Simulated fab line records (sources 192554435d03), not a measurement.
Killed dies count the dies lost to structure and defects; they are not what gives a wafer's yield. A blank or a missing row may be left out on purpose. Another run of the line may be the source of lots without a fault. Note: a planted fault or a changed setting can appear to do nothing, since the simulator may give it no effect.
Chamber matching -- flow n5_finfet -- 3 sister chambers for N5_BEOL_M2_ILD_DEP_00 on pecvd-03
The step deposits SiOC from DEMS/O2, target thk 79 nm, time 15.3 s. 6 wafers are shown with their chamber, then 7 later ones without.

WAFERS, EACH WITH ITS CHAMBER
wafer,chamber,throttle_valve_pct (%),heater_power_w (W)
L592.5,0,11.5,511
L594.3,1,12.2,521
L594.5,0,11.5,557
L594.6,1,11.9,504
L596.2,2,11.2,470
L596.4,2,10.9,476

WAFERS MISSING THEIR CHAMBER
wafer,throttle_valve_pct (%),heater_power_w (W)
L596.6,11.8,517
L600.1,12.2,575
L600.3,12.2,451
L600.6,11.0,437
L599.1,12.1,503
L599.4,12.0,502
L599.5,11.6,544

WHICH CHAMBER EACH WENT THROUGH
wafer,from the rows above,in truth
L596.6,can't be placed: 1 or 0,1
L600.1,can't be placed: 1 or 0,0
L600.3,1,1
L600.6,2,2
L599.1,1,1
L599.4,1,1
L599.5,0,0
Correct placement for 5 of the 7. From these rows, 2 cannot be placed; in 2 the true chamber is one of the candidates. Wrongly placed: 0.
How it was worked out, from the rows above alone: a wafer's distance from a chamber is the root of the sum, over the readings, of the square of ((its reading less the chamber's mean) divided by the reading's scatter). The wafer belongs to the nearest chamber; if the next one is less than 2 further off, it can't be placed. The mean given for a chamber averages the wafers shown for that chamber. How the scatter is found: for the shown wafers, subtract from each reading the mean of its chamber, square and add these, divide the total by (wafers less chambers), then take the root.
